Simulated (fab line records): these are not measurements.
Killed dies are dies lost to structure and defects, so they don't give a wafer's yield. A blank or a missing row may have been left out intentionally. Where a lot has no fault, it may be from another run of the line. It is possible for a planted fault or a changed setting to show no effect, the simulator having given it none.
Matching of chambers -- flow n5 finfet -- N5_BEOL_M14_DESCUM_15 on rie diel-04: 4 sister chambers
The step chemistry O2, time 7.9 s. 4 wafers are shown with their chamber, then 7 later ones without.

== WAFERS PAIRED WITH THEIR CHAMBERS ==
wafer,chamber,showerhead plenum p Torr (Torr)
L076.6,1,2.24
L079.5,2,2.02
L082.1,3,2.13
L082.2,0,2.02

== WAFERS WHOSE CHAMBER IS MISSING ==
wafer,showerhead plenum p Torr (Torr)
L082.6,2.13
L084.2,2.02
L084.3,2.01
L084.6,2.02
L094.1,2.23
L094.3,2.01
L094.5,2.01

== WHICH CHAMBER EACH WENT THROUGH ==
wafer,from the rows above,in truth
L082.6,3,3
L084.2,can't be placed: 0 or 2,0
L084.3,can't be placed: 0 or 2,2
L084.6,can't be placed: 0 or 2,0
L094.1,1,1
L094.3,can't be placed: 0 or 2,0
L094.5,can't be placed: 0 or 2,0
2 of 7 placed correctly. Unplaceable from these rows: 5, with the true chamber sitting among the candidates in 5. 0 placed wrongly.
How it was worked out, from the rows above alone: a wafer's distance from a chamber is the root of the sum, over the readings, of the square of ((its reading less the chamber's mean) divided by the reading's scatter). The wafer belongs to the nearest chamber; if the next one is less than 2 further off, it can't be placed. The mean given for a chamber averages the wafers shown for that chamber. The scatter (one wafer shown for each chamber): square how far every hidden wafer sits from the nearest shown wafer, average those squares and take the square root.
